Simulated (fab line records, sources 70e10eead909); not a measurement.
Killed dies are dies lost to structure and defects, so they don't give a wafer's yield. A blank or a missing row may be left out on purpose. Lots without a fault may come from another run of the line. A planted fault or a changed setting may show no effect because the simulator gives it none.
Problem report in the 8D (eight disciplines) form, filled by code | flow nand_harc | the parts of the form that need people (team, actions taken, sign-off) are left out

1. THE PROBLEM
raw_defect_count at NHARC_A_CHANNEL_HOLE_D1_INSPECT_40 reads a mean of 849 on 6 wafers of 2 lots; wafers without a fault read 68 with a standard deviation of 26. That is +30 standard deviations from the usual mean.
First seen on wafer L637.1, day 14 22:48, on defect_inspect-01. The record holds 33 wafers of 11 lots with a number at this step. Rule for "out", or "out of limits": more than 4 standard deviations from the usual mean. The other wafers with a number count as sound.

2. WHAT IT IS AND WHAT IT IS NOT
question                    | is                     | is not
which readings at this step | raw_defect_count       | -
which lots                  | L637, L641             | L623, L624, L625, L626, L629, L630, L631, L634, L645
which wafers of those lots  | all that have a number | -
read on which gauges        | defect_inspect-01      | defect_inspect-02
when                        | from day 14 22:48      | up to then (24 sound wafers); but 3 sound wafers of L645 came after

3. SUSPECTS, AND WHAT RULES EACH OUT
Counting: a tool at a process step up to the reading stays a suspect if it ran every lot that is out and no sound lot after the first of them.
- the gauge at NHARC_A_CHANNEL_HOLE_D1_INSPECT_40: kept. All the wafers that are out were read on defect_inspect-01, and no step on other tools shows them out.
- har_etch-02 at NHARC_A_CHANNEL_HOLE_D1_ETCH_21 (etches the open film in C4F8/O2/Ar, time 514.3 s, target depth 1600 nm): kept. It ran every lot that is out, first L637 (day 14 17:32), and no sound lot after that; its last sound lot up to then is L634 (day 13 12:19).
- har_etch-02 at NHARC_A_CHANNEL_HOLE_D1_ETCH_26 (etches the open film in C4F8/O2/Ar, time 224.1 s, target depth 300 nm): kept. It ran every lot that is out, first L637 (day 14 20:52), and no sound lot after that; its last sound lot up to then is L634 (day 13 15:41).
Left after counting: har_etch-02 at NHARC_A_CHANNEL_HOLE_D1_ETCH_21, har_etch-02 at NHARC_A_CHANNEL_HOLE_D1_ETCH_26, defect_inspect-01 at NHARC_A_CHANNEL_HOLE_D1_INSPECT_40.

4. THE CAUSE (what the simulator had put in)
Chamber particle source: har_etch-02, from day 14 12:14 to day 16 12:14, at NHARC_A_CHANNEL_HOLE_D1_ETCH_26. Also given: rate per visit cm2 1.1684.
Counting left 3 suspects, and this tool is among them.

5. THE CHAIN OF EFFECTS, in route order
Each row: a reading whose mean over the struck wafers that have a number lies more than 3 standard deviations from the usual. Only readings for which the record gives a usual standard deviation are gone through. hours: the time from each lot's start at the first step in this table that gives one to its start at this step, as a median over the lots. sigmas: the change in usual standard deviations.
hours | step                               | reading          | usual | on struck wafers | change | sigmas
0     | NHARC_A_CHANNEL_HOLE_D1_INSPECT_40 | raw_defect_count | 68    | 849              | +781   | +30
389   | NHARC_END_SORT_01                  | killed_at_array  | 53    | 129              | +76    | +3.6
389   | NHARC_END_SORT_01                  | killed_dies      | 58    | 134              | +76    | +3.5

6. WHAT WOULD HAVE CAUGHT IT SOONER
In this record the first reading out of limits at a measuring or inspecting step was taken at day 14 22:48, 11 hours after the fault began at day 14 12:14.
Of the tool readings at NHARC_A_CHANNEL_HOLE_D1_ETCH_26 for which the record gives a usual standard deviation, none was out on any struck wafer, so an alarm limit of 4 standard deviations on them would not have fired.
Of the lots that are out (2), L641 began NHARC_A_CHANNEL_HOLE_D1_ETCH_26 on har_etch-02 after day 14 22:48. A hold on the tool at that time would have spared it.
